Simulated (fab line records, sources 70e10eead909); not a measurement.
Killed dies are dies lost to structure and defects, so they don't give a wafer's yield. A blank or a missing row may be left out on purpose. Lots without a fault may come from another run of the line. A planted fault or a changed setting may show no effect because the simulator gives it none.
Chamber matching | flow nand_harc | NHARC_A_BLC_STRIP_29 on rie_diel-05: 4 sister chambers
The step strips in CF4. 4 wafers are shown with their chamber, then 9 later ones without.

WAFERS WITH THEIR CHAMBER
wafer  | chamber | showerhead_plenum_p_Torr (Torr)
L084.3 | 3       | 1.80
L091.1 | 0       | 1.71
L091.5 | 2       | 1.87
L091.6 | 1       | 1.83

WAFERS WITHOUT THEIR CHAMBER
wafer  | showerhead_plenum_p_Torr (Torr)
L090.2 | 1.80
L090.3 | 1.87
L090.5 | 1.80
L089.2 | 1.87
L089.3 | 1.71
L089.5 | 1.80
L095.3 | 1.87
L095.4 | 1.82
L095.6 | 1.71

WHICH CHAMBER EACH WENT THROUGH
wafer  | from the rows above | in truth
L090.2 | 3                   | 3
L090.3 | 2                   | 2
L090.5 | 3                   | 3
L089.2 | 2                   | 2
L089.3 | 0                   | 0
L089.5 | 3                   | 3
L095.3 | 2                   | 2
L095.4 | 1                   | 1
L095.6 | 0                   | 0
Placed correctly: 9 of 9. Can't be placed from these rows: 0. Placed wrongly: 0.
How it was worked out, from the rows above alone: a wafer's distance from a chamber is the root of the sum, over the readings, of the square of ((its reading less the chamber's mean) divided by the reading's scatter). The wafer belongs to the nearest chamber; if the next one is less than 2 further off, it can't be placed. A chamber's mean is the mean of its shown wafers. The scatter: with one shown wafer a chamber, the root of the mean of the squares of how far each hidden wafer lies from its nearest shown one.
